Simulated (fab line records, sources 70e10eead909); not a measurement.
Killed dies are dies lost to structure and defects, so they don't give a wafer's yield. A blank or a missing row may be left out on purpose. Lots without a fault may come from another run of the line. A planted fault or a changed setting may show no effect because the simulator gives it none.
A struck lot beside a sound one | flow nand_harc | 40 steps out of a route of 1302
Sound: wafers L218.1, L218.2, L218.5. Struck: wafers L226.1, L226.5, L226.6. The cause comes at the end.
At each step with rows: each side's tool, then ch and its chambers, then its first start. Under that, the readings that differ: sound wafers | struck wafers | difference of the means | sigmas: that difference in standard deviations of wafers without a fault.
alike: readings whose means differ by less than 2 such deviations, and words and numbers that are the same on both sides. not compared: withheld readings, readings that some wafer has no value for, bounds like >300 that may hide the same value, and numbers for which the record gives no deviation and whose values overlap.
The two part at a step that has a row with sigmas, a row that says differs or no value, or rows on one side only. Numbers that don't overlap but have no deviation are shown without sigmas and don't part them. A reading that every wafer of one side lacks parts them only if that side has two wafers or more.

first, 1 step without rows for these wafers: NHARC_A_BLC_DESCUM_15 (chemistry O2, time 3 s).
NHARC_A_BLC_ETCH_16: etches the open film in CF4, target depth 39 nm, time 65 s.
  sound on rie_diel-06 ch 0,2, day 26 11:38; struck on rie_diel-06 ch 2,3, day 28 23:12
  alike: drypump_motor_current_A, mfc_ar_sccm, oes_product_au, rf_vpp_V, showerhead_plenum_p_Torr, throttle_valve_pct
  not compared: rf_hours_counter_h
then, 2 steps without rows for these wafers: NHARC_A_BLC_ETCH_17 (etches the open film in N2/H2, target depth 390 nm, time 609.38 s); NHARC_A_BLC_ETCH_18 (etches the open film in C4F8/O2/Ar, target depth 910 nm).
NHARC_A_BLC_CD_MEAS_19:
  sound on cd_sem-01, day 26 12:31; struck on cd_sem-03, day 29 00:05
  reading    | sound          | struck            | difference | sigmas
  cd_nm (nm) | 98.4 99.2 98.9 | 102.1 102.8 103.2 | +3.9       | +3
then, 3 steps without rows for these wafers: NHARC_A_BLC_STRIP_29 (strips in CF4); NHARC_A_BLC_STRIP_21 (strips in O2); NHARC_A_BLC_STRIP_22 (strips in post etch residue remover, time 600 s).
NHARC_A_BLC_DEGAS_30: time 60 s.
  sound on pvd_sputter-02, day 26 13:10; struck on pvd_sputter-01, day 29 00:42
  alike: heater_power_w
then, 3 steps without rows for these wafers: NHARC_A_BLC_PRE_CLEAN_31 (time 15 s); NHARC_A_BLC_PVD_32 (deposits Ti, target thk 5 nm, time 17.7 s); NHARC_A_BLC_ALD_23 (deposits TiN, target thk 3 nm, pulse time 1 s, ald cycles 150).
NHARC_A_BLC_CVD_24: deposits W, target thk 150 nm, time 434 s.
  sound on cvd_w-01 ch 0,1, day 26 13:37; struck on cvd_w-01 ch 0,1, day 29 01:10
  reading            | sound          | struck         | difference | sigmas
  mfc_ar_sccm (sccm) | 1564 1567 1567 | 1559 1554 1555 | -10        | -2
  alike: chamber_pressure_Torr, heater_power_w, throttle_valve_pct
then, 12 steps without rows for these wafers: NHARC_A_BLC_CMP_25 (polishes, t overpolish 30 s, target thk 150 nm); NHARC_A_BLC_SRD_27; NHARC_A_M0_DEP_00 (deposits SiOC, target thk 150 nm); NHARC_A_M0_DEHYDRATE_01 (time 120 s); NHARC_A_M0_HMDS_02 (time 30 s); NHARC_A_M0_COAT_33 (time 65 s); NHARC_A_M0_COAT_03 (resist thk 90 nm); NHARC_A_M0_SOFTBAKE_04 (time 55 s); NHARC_A_M0_EBR_05; NHARC_A_M0_EXPOSE_06 (exposes mask A M0, target cd 80 nm); NHARC_A_M0_PEB_07 (peb time 65 s); NHARC_A_M0_DEVELOP_08 (develop time 35 s).
NHARC_A_M0_CD_MEAS_09: target cd 80 nm.
  sound on cd_sem-01 ch 0, day 26 15:28; struck on cd_sem-01 ch 0, day 29 03:07
  alike: cd_nm
NHARC_A_M0_OVL_MEAS_10: pitch 160 nm.
  sound on overlay-01, day 26 15:34; struck on overlay-01, day 29 03:13
  alike: overlay_x_nm, overlay_y_nm
then, 3 steps without rows for these wafers: NHARC_A_M0_DESCUM_14 (chemistry O2, time 3 s); NHARC_A_M0_ETCH_34 (etches the open film in N2/H2, target depth 40 nm, overetch 12 nm, time 43.94 s); NHARC_A_M0_ETCH_15 (etches the open film in C4F8/Ar, target depth 150 nm, overetch 15 nm, time 82.5 s).
NHARC_A_M0_CD_MEAS_16:
  sound on cd_sem-01, day 26 15:57; struck on cd_sem-01, day 29 03:36
  alike: cd_nm
then, 3 steps without rows for these wafers: NHARC_A_M0_STRIP_18 (strips in N2/H2); NHARC_A_M0_STRIP_19 (strips in post etch residue remover, time 600 s); NHARC_A_M0_DEGAS_28 (time 60 s).
NHARC_A_M0_PRE_CLEAN_29: time 30 s.
  sound on pvd_sputter-03; struck on pvd_sputter-03
  alike: heater_power_w
then, 1 step without rows for these wafers: NHARC_A_M0_PVD_20 (deposits TaN, target thk 5 nm, time 8.06 s).
NHARC_A_M0_PVD_21: deposits Cu, target thk 30 nm, time 20.49 s.
  sound on pvd_sputter-03; struck on pvd_sputter-03
  alike: throttle_valve_pct
then, 1 step without rows for these wafers: NHARC_A_M0_ECD_22 (material Cu, target thk 400 nm).
NHARC_A_M0_ANNEAL_30: time 90 s.
  sound on rtp_anneal-01 ch 0, day 26 17:19; struck on rtp_anneal-01 ch 0, day 29 05:00
  alike: wafer_temp_C_max
NHARC_END_SORT_01:
  the record has rows for the struck wafers here (prober-02 ch 0, day 30 20:57) and none for the sound ones

WHERE THEY PART
First at NHARC_A_BLC_CD_MEAS_19; last, within this record, at NHARC_END_SORT_01.

WHY: what the simulator had put in
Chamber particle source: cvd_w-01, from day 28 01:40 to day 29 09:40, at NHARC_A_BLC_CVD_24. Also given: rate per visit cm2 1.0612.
